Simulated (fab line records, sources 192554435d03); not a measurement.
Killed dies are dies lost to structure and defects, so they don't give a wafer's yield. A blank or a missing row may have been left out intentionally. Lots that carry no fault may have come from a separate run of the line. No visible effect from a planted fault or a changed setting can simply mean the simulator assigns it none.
Chamber matching :: flow n5Finfet :: rieDiel-02 running N5_BEOL_M10_VIA_ETCH_34: 4 sister chambers
The step etches SiCOH lowk in C4F6/O2, target depth 184.5 nm, time 69.2 s. 4 wafers are shown with their chamber, then 11 later ones without.

== WAFERS PAIRED WITH THEIR CHAMBERS ==
wafer: L079.5
chamber: 2
drypumpMotorCurrentA (A): 5.7

wafer: L087.4
chamber: 1
drypumpMotorCurrentA (A): 5.6

wafer: L094.6
chamber: 3
drypumpMotorCurrentA (A): 4.7

wafer: L093.2
chamber: 0
drypumpMotorCurrentA (A): 5.8

== WAFERS WHOSE CHAMBER IS MISSING ==
wafer: L093.4
drypumpMotorCurrentA (A): 5.6

wafer: L093.6
drypumpMotorCurrentA (A): 5.6

wafer: L095.1
drypumpMotorCurrentA (A): 4.7

wafer: L095.5
drypumpMotorCurrentA (A): 5.8

wafer: L095.6
drypumpMotorCurrentA (A): 4.7

wafer: L096.1
drypumpMotorCurrentA (A): 5.7

wafer: L096.2
drypumpMotorCurrentA (A): 4.8

wafer: L096.6
drypumpMotorCurrentA (A): 4.7

wafer: L097.1
drypumpMotorCurrentA (A): 5.8

wafer: L097.3
drypumpMotorCurrentA (A): 4.7

wafer: L097.5
drypumpMotorCurrentA (A): 5.6

== CHAMBER TAKEN BY EACH ==
wafer: L093.4
from the rows above: 1
in truth: 1

wafer: L093.6
from the rows above: 1
in truth: 1

wafer: L095.1
from the rows above: 3
in truth: 3

wafer: L095.5
from the rows above: 0
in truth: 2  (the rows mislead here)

wafer: L095.6
from the rows above: 3
in truth: 3

wafer: L096.1
from the rows above: 2
in truth: 2

wafer: L096.2
from the rows above: 3
in truth: 3

wafer: L096.6
from the rows above: 3
in truth: 3

wafer: L097.1
from the rows above: 0
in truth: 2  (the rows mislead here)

wafer: L097.3
from the rows above: 3
in truth: 3

wafer: L097.5
from the rows above: 1
in truth: 1
Correct placement for 9 of the 11. Number that these rows cannot place: 0. Placed wrongly: 2.
How it was worked out, from the rows above alone: a wafer's distance from a chamber is the root of the sum, over the readings, of the square of ((its reading less the chamber's mean) divided by the reading's scatter). The wafer belongs to the nearest chamber; if the next one is less than 2 further off, it can't be placed. Each chamber's mean is taken over the wafers shown for it. The scatter: with one shown wafer a chamber, the root of the mean of the squares of how far each hidden wafer lies from its nearest shown one.
